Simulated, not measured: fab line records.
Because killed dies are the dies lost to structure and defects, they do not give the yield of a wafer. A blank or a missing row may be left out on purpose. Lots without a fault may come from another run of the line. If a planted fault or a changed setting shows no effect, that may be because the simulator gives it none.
Matching of chambers    flow n5Finfet    N5_BEOL_M8_CMP_52 on cmp-03: 4 sister chambers
The step polishes, stops on SiCOH lowk, t overpolish 6.9 s, target thk 80 nm. 4 wafers are shown with their chamber, then 9 later ones without.

## WAFERS, EACH WITH ITS CHAMBER
wafer   chamber  motorCurrentA (A)
L081.4  1        6.2
L086.2  0        5.8
L086.3  2        5.9
L086.4  3        5.4

## WAFERS MISSING THEIR CHAMBER
wafer   motorCurrentA (A)
L089.2  6.4
L089.4  5.9
L089.5  5.8
L094.2  6.2
L094.3  5.4
L094.4  5.6
L097.2  6.2
L097.4  5.4
L097.6  5.3

## WHICH CHAMBER EACH ONE RAN IN
wafer    from the rows above            in truth
L089.2   1                              1
L089.4   can't be placed: 2 or 0        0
L089.5   can't be placed: 0 or 2        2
L094.2   1                              1
L094.3   3                              3
L094.4   can't be placed: 3 or 0 or 2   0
L097.2   1                              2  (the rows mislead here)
L097.4   3                              3
L097.6   3                              3
Placed correctly: 5 of 9. From these rows, 3 cannot be placed; in 3 the true chamber is one of the candidates. 1 placed wrongly.
How it was worked out, from the rows above alone: a wafer's distance from a chamber is the root of the sum, over the readings, of the square of ((its reading less the chamber's mean) divided by the reading's scatter). The wafer belongs to the nearest chamber; if the next one is less than 2 further off, it can't be placed. A chamber's mean is the mean of its shown wafers. The scatter: root of mean squared gap, hidden wafer to nearest shown wafer, with one shown wafer a chamber.
